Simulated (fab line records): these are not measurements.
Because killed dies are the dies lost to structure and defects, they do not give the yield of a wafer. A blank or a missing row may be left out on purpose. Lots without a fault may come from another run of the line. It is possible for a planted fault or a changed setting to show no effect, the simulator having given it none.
Matching of chambers / flow n5Finfet / uvCure-01 running N5_BEOL_M9_CURE_71: 3 sister chambers
The step cures SiCOH lowk, time 240 s. 5 wafers are shown with their chamber, then 8 later ones without.

WAFERS PAIRED WITH THEIR CHAMBERS
wafer=L080.3; chamber=1; lampPowerPct (%)=52.35; wafer_temp_C_max=386.8
wafer=L080.4; chamber=1; lampPowerPct (%)=52.32; wafer_temp_C_max=386.5
wafer=L082.3; chamber=0; lampPowerPct (%)=52.30; wafer_temp_C_max=386.6
wafer=L082.5; chamber=0; lampPowerPct (%)=52.37; wafer_temp_C_max=386.5
wafer=L085.1; chamber=2; lampPowerPct (%)=52.20; wafer_temp_C_max=386.5

WAFERS MISSING THEIR CHAMBER
wafer=L085.3; lampPowerPct (%)=52.22; wafer_temp_C_max=386.8
wafer=L085.6; lampPowerPct (%)=52.32; wafer_temp_C_max=386.7
wafer=L087.1; lampPowerPct (%)=52.26; wafer_temp_C_max=387.0
wafer=L087.2; lampPowerPct (%)=52.25; wafer_temp_C_max=386.3
wafer=L087.5; lampPowerPct (%)=52.29; wafer_temp_C_max=387.1
wafer=L092.1; lampPowerPct (%)=52.22; wafer_temp_C_max=386.0
wafer=L092.3; lampPowerPct (%)=52.41; wafer_temp_C_max=386.5
wafer=L092.5; lampPowerPct (%)=52.22; wafer_temp_C_max=386.1

EACH ONE'S CHAMBER
wafer=L085.3; from the rows above=can't be placed: 2 or 1 or 0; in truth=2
wafer=L085.6; from the rows above=can't be placed: 1 or 0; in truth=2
wafer=L087.1; from the rows above=can't be placed: 1 or 0 or 2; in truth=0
wafer=L087.2; from the rows above=can't be placed: 2 or 0 or 1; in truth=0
wafer=L087.5; from the rows above=can't be placed: 1 or 0 or 2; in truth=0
wafer=L092.1; from the rows above=can't be placed: 2 or 0 or 1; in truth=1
wafer=L092.3; from the rows above=can't be placed: 0 or 1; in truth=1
wafer=L092.5; from the rows above=can't be placed: 2 or 0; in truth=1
Placed correctly: 0 of 8. From these rows, 8 cannot be placed; in 6 the true chamber is one of the candidates. 0 placed wrongly.
How it was worked out, from the rows above alone: a wafer's distance from a chamber is the root of the sum, over the readings, of the square of ((its reading less the chamber's mean) divided by the reading's scatter). The wafer belongs to the nearest chamber; if the next one is less than 2 further off, it can't be placed. The mean given for a chamber averages the wafers shown for that chamber. The scatter: take each reading less its chamber's mean, square it, sum over the shown wafers, divide by the number of wafers less the number of chambers, and take the root.
